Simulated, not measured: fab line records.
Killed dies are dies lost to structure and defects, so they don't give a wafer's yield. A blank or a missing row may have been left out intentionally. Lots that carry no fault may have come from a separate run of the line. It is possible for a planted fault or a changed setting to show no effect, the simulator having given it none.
Matching of chambers / flow n5-finfet / N5_HKMG_FIN_ALD_21 on ald-metal-04: 4 sister chambers
The step deposits TiN, target thk 1.5 nm, pulse time 1 s, purge time 3 s. 4 wafers are shown with their chamber, then 11 later ones without.

## WAFERS, EACH WITH ITS CHAMBER
wafer=L081.5; chamber=1; heater-power-w (W)=805
wafer=L087.5; chamber=3; heater-power-w (W)=853
wafer=L087.6; chamber=2; heater-power-w (W)=1003
wafer=L089.1; chamber=0; heater-power-w (W)=905

## WAFERS WITH NO CHAMBER GIVEN
wafer=L089.3; heater-power-w (W)=782
wafer=L089.4; heater-power-w (W)=992
wafer=L093.1; heater-power-w (W)=894
wafer=L093.4; heater-power-w (W)=998
wafer=L093.5; heater-power-w (W)=985
wafer=L095.2; heater-power-w (W)=992
wafer=L095.3; heater-power-w (W)=823
wafer=L095.5; heater-power-w (W)=895
wafer=L096.1; heater-power-w (W)=921
wafer=L096.3; heater-power-w (W)=805
wafer=L096.5; heater-power-w (W)=914

## WHICH CHAMBER EACH ONE RAN IN
wafer=L089.3; from the rows above=1; in truth=1
wafer=L089.4; from the rows above=2; in truth=2
wafer=L093.1; from the rows above=0; in truth=0
wafer=L093.4; from the rows above=2; in truth=2
wafer=L093.5; from the rows above=2; in truth=2
wafer=L095.2; from the rows above=2; in truth=2
wafer=L095.3; from the rows above=can't be placed: 1 or 3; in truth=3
wafer=L095.5; from the rows above=0; in truth=0
wafer=L096.1; from the rows above=0; in truth=0
wafer=L096.3; from the rows above=1; in truth=1
wafer=L096.5; from the rows above=0; in truth=0
Placed correctly: 10 of 11. Can't be placed from these rows: 1 (the true chamber is among the candidates in 1). Placed wrongly: 0.
How it was worked out, from the rows above alone: a wafer's distance from a chamber is the root of the sum, over the readings, of the square of ((its reading less the chamber's mean) divided by the reading's scatter). If the next closest chamber is less than 2 further off than the closest, the wafer can't be placed; otherwise it belongs to the closest. For every chamber, the mean is computed from those of its wafers that are shown. The scatter (one wafer shown for each chamber): square how far every hidden wafer sits from the nearest shown wafer, average those squares and take the square root.
